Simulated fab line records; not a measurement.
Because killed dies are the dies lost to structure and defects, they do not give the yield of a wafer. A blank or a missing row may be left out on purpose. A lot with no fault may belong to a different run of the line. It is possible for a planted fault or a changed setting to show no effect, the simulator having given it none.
Which tool was responsible?	flow n5Finfet	Sampling: 23 lots, 69 wafers, 4 of 1938 route steps

== WHAT EACH GAUGE READ, for each wafer ==
N5_BEOL_M1_CD_MEAS_18: pitch 36 nm, target cd 18 nm.
lot	measured	on	cdNm (nm)
L074	day 6 03:38	cdSem-02	17.89 18.14 18.17
L075	day 6 07:50	cdSem-01	18.06 17.68 17.55
L076	day 6 12:50	cdSem-02	17.52 18.33 18.53
L077	day 6 20:35	cdSem-02	17.96 18.04 17.73
L078	day 7 01:40	cdSem-02	18.43 17.74 17.95
L080	day 7 09:59	cdSem-02	17.94 18.22 17.95
L079	day 7 17:13	cdSem-01	18.28 17.78 17.98
L081	day 7 20:55	cdSem-01	17.95 18.13 18.43
L082	day 8 07:22	cdSem-03	17.98 18.40 17.65
L083	day 8 11:44	cdSem-02	17.86 17.76 17.53
L084	day 8 17:57	cdSem-03	17.71 18.07 18.06
L085	day 8 23:30	cdSem-01	17.29 17.24 17.57
L086	day 9 06:01	cdSem-03	18.20 18.09 17.62
L087	day 9 10:35	cdSem-03	17.99 17.92 18.02
L088	day 9 21:03	cdSem-01	18.38 17.61 17.37
L090	day 10 01:55	cdSem-02	18.19 18.06 17.95
L091	day 10 13:52	cdSem-03	17.62 17.89 17.76
L092	day 10 17:11	cdSem-03	17.89 17.80 18.01
L093	day 10 18:45	cdSem-03	18.23 17.99 18.49
L094	day 10 22:39	cdSem-03	17.94 18.14 17.72
L095	day 11 05:13	cdSem-01	18.19 18.14 18.23
L096	day 11 17:48	cdSem-03	17.87 17.85 17.99
L097	day 11 19:38	cdSem-01	17.60 17.67 17.84

N5_BEOL_M1_CD_MEAS_28: target cd y 23.3 nm.
lot	measured	on	cdNm (nm)
L074	day 6 04:05	cdSem-03	23.89 24.39 24.34
L075	day 6 08:10	cdSem-01	23.44 23.35 24.21
L076	day 6 13:09	cdSem-01	24.01 23.79 24.01
L077	day 6 20:55	cdSem-01	23.94 23.91 23.99
L078	day 7 01:59	cdSem-03	24.03 23.98 23.71
L080	day 7 10:26	cdSem-01	24.19 23.96 23.58
L079	day 7 17:32	cdSem-02	23.62 23.84 24.06
L081	day 7 21:14	cdSem-03	23.93 23.56 23.92
L082	day 8 07:41	cdSem-01	23.67 23.65 24.11
L083	day 8 12:11	cdSem-02	23.93 24.07 24.21
L084	day 8 18:16	cdSem-03	23.90 24.09 24.17
L085	day 8 23:56	cdSem-03	23.73 23.82 24.01
L086	day 9 06:28	cdSem-01	24.00 24.06 24.36
L087	day 9 10:54	cdSem-03	23.93 24.15 24.09
L088	day 9 21:25	cdSem-03	23.68 23.97 23.84
L090	day 10 02:24	cdSem-01	23.79 23.85 24.00
L091	day 10 14:11	cdSem-03	23.85 23.67 23.75
L092	day 10 17:38	cdSem-03	23.87 23.80 24.19
L093	day 10 19:04	cdSem-01	23.62 23.88 24.31
L094	day 10 22:58	cdSem-01	24.37 23.94 24.20
L095	day 11 05:32	cdSem-03	23.79 24.11 23.97
L096	day 11 18:07	cdSem-01	23.93 23.83 23.54
L097	day 11 19:58	cdSem-01	23.79 24.08 24.05

== WHICH TOOL RAN EACH LOT (tool, then ch and the chambers of the sampled wafers, then the start) ==
lot	N5_BEOL_M0_CUTY_ETCH_62	N5_BEOL_M0_STRIP_140
L074	rieDiel-04 ch 1,2,3, day 5 18:21	rieDiel-05 ch 0,2, day 5 20:48
L075	rieDiel-04 ch 0,1,3, day 6 01:05	rieDiel-03 ch 0,1, day 6 01:50
L076	rieDiel-03 ch 2,3, day 6 05:25	rieDiel-03 ch 0,2,3, day 6 05:59
L077	rieDiel-05 ch 0,1,3, day 6 13:32	rieDiel-05 ch 0,1,3, day 6 15:11
L078	rieDiel-04 ch 0,1,2, day 6 15:30	rieDiel-05 ch 0,1,2, day 6 16:03
L080	rieDiel-03 ch 0,3, day 7 01:12	rieDiel-04 ch 1,2, day 7 04:02
L079	rieDiel-05 ch 1,2,3, day 7 07:18	rieDiel-03 ch 0,3, day 7 08:16
L081	rieDiel-05 ch 0,1,2, day 7 13:30	rieDiel-04 ch 0,1,3, day 7 15:28
L082	rieDiel-05 ch 0,3, day 7 23:07	rieDiel-05 ch 0,1,2, day 8 00:17
L083	rieDiel-05 ch 0,3, day 8 01:58	rieDiel-05 ch 1,2, day 8 03:20
L084	rieDiel-05 ch 2,3, day 8 06:12	rieDiel-05 ch 2,3, day 8 10:43
L085	rieDiel-04 ch 1,2,3, day 8 18:08	rieDiel-04 ch 1,2, day 8 18:37
L086	rieDiel-03 ch 0,3, day 8 20:47	rieDiel-04 ch 0,1, day 8 21:26
L087	rieDiel-03 ch 0,2,3, day 9 00:59	rieDiel-05 ch 2, day 9 04:42
L088	rieDiel-04 ch 1,2, day 9 11:02	rieDiel-05 ch 0,1, day 9 13:22
L090	rieDiel-04 ch 0,2,3, day 9 16:26	rieDiel-03 ch 1,2,3, day 9 17:10
L091	rieDiel-03 ch 0,1,3, day 10 05:10	rieDiel-05 ch 0,3, day 10 08:12
L092	rieDiel-05 ch 1,3, day 10 08:25	rieDiel-04 ch 2,3, day 10 12:02
L093	rieDiel-04 ch 1,2, day 10 08:55	rieDiel-05 ch 1,2, day 10 12:17
L094	rieDiel-05 ch 0,2,3, day 10 15:30	rieDiel-04 ch 0,1,2, day 10 16:58
L095	rieDiel-03 ch 0,1,2, day 10 19:06	rieDiel-03 ch 0,1,3, day 10 21:20
L096	rieDiel-04 ch 0,1,3, day 11 07:40	rieDiel-03 ch 0,3, day 11 09:40
L097	rieDiel-03 ch 0,1, day 11 10:59	rieDiel-05 ch 0,1,3, day 11 13:32
- N5_BEOL_M0_CUTY_ETCH_62: etches SiARC in CF4, time 58.5 s.
- N5_BEOL_M0_STRIP_140: strips in CF4.

== WHAT THE TOOLS THEMSELVES READ (means of the sampled wafers that have a number; where no wafer has one, the mark that the record gives instead) ==
N5_BEOL_M0_CUTY_ETCH_62.
lot	tool	drypumpMotorCurrentA (A)	etchRfOnTimeS (s)	mfcArSccm (sccm)	oesProductAu (a.u.)	rfVppV (V)	showerheadPlenumPTorr (Torr)	throttleValvePct (%)
L074	rieDiel-04	5.9	58.4	99.6	0.60	184.0	2.10	15.77
L075	rieDiel-04	5.9	58.8	99.9	0.59	183.5	2.12	15.76
L076	rieDiel-03	6.1	58.9	100.2	0.67	184.8	2.18	15.67
L077	rieDiel-05	6.1	59.2	100.2	0.65	184.0	2.14	15.73
L078	rieDiel-04	5.6	59.6	99.9	0.59	184.5	2.15	15.66
L080	rieDiel-03	6.1	58.3	99.9	0.71	184.4	2.17	15.54
L079	rieDiel-05	6.2	59.2	99.8	0.63	184.6	2.13	15.78
L081	rieDiel-05	6.2	57.7	100.1	0.67	183.5	2.09	15.53
L082	rieDiel-05	6.1	58.6	99.9	0.68	184.8	2.12	15.52
L083	rieDiel-05	6.1	58.9	100.2	0.65	184.6	2.17	15.77
L084	rieDiel-05	6.3	57.8	99.8	0.67	183.7	2.13	15.58
L085	rieDiel-04	5.9	57.8	99.9	0.67	183.7	2.09	15.65
L086	rieDiel-03	6.1	57.7	100.2	0.70	183.2	2.16	15.59
L087	rieDiel-03	5.8	58.7	99.9	0.66	185.0	2.17	15.83
L088	rieDiel-04	5.6	57.8	100.4	0.73	184.2	2.12	15.37
L090	rieDiel-04	5.7	56.9	100.2	0.83	184.1	2.19	15.34
L091	rieDiel-03	6.2	58.2	100.3	0.71	184.1	2.14	15.68
L092	rieDiel-05	6.2	58.8	100.0	0.66	183.4	2.17	15.88
L093	rieDiel-04	5.5	58.3	99.8	0.72	183.7	2.11	15.38
L094	rieDiel-05	6.2	58.7	99.9	0.65	183.8	2.12	15.60
L095	rieDiel-03	5.9	58.2	100.2	0.68	183.6	2.15	15.92
L096	rieDiel-04	5.9	58.2	99.9	0.72	184.6	2.19	15.51
L097	rieDiel-03	6.3	57.9	100.2	0.73	183.7	2.11	15.77

N5_BEOL_M0_STRIP_140.
lot	tool	drypumpMotorCurrentA (A)	oesProductAu (a.u.)	rfVppV (V)	showerheadPlenumPTorr (Torr)	throttleValvePct (%)
L074	rieDiel-05	6.1	0.85	270.9	1.75	13.2
L075	rieDiel-03	6.2	0.74	270.3	1.79	14.0
L076	rieDiel-03	5.8	0.79	271.8	1.83	13.7
L077	rieDiel-05	6.2	0.75	270.6	1.79	13.7
L078	rieDiel-05	6.2	0.78	269.0	1.75	13.5
L080	rieDiel-04	5.5	0.69	269.7	1.78	13.7
L079	rieDiel-03	6.0	0.83	272.7	1.82	13.6
L081	rieDiel-04	5.9	0.68	270.2	1.77	13.8
L082	rieDiel-05	6.2	0.77	270.6	1.75	13.5
L083	rieDiel-05	6.2	0.72	271.1	1.76	13.8
L084	rieDiel-05	6.3	0.73	271.1	1.82	13.8
L085	rieDiel-04	5.6	0.86	271.3	1.78	13.4
L086	rieDiel-04	5.6	0.90	272.2	1.82	13.3
L087	rieDiel-05	6.3	0.79	269.0	1.75	13.4
L088	rieDiel-05	6.1	0.88	270.8	1.75	13.3
L090	rieDiel-03	6.1	0.78	271.9	1.80	13.8
L091	rieDiel-05	6.1	0.74	271.1	1.81	13.8
L092	rieDiel-04	6.0	0.91	273.3	1.85	13.4
L093	rieDiel-05	6.3	0.82	269.0	1.75	13.4
L094	rieDiel-04	5.6	0.82	271.5	1.79	13.4
L095	rieDiel-03	6.2	0.82	270.8	1.79	13.6
L096	rieDiel-03	5.9	0.79	271.2	1.81	13.7
L097	rieDiel-05	6.2	0.78	272.0	1.77	13.6

== THE ANSWER, worked out from the rows above alone ==
Rule: the usual values come from the lots themselves. The widest of any qualifying gaps counts: lots, ordered by their means at a reading, are off when they make up no more than a third of the lots, leave a main group of 4 or more, and stand apart from it by 3 or more times the standard deviation of that group's means. A main group is skipped when, at the precision printed for the reading in the tables above, its means are all equal. A lot without any number at a reading at which 4 lots or more have one is off too. Where the step has rows for the other lots, those lots are counted as sound. Order of review: gauges by route order, followed by the tools' own readings, for which a lot's mean as printed above is used. The first step at which some lot is off is used, and at that step the reading that is off furthest; a lot without a number counts as furthest.
None of the lots is off at any reading shown; this tells nothing.

== WHAT HAD BEEN PUT IN BY THE SIMULATOR ==
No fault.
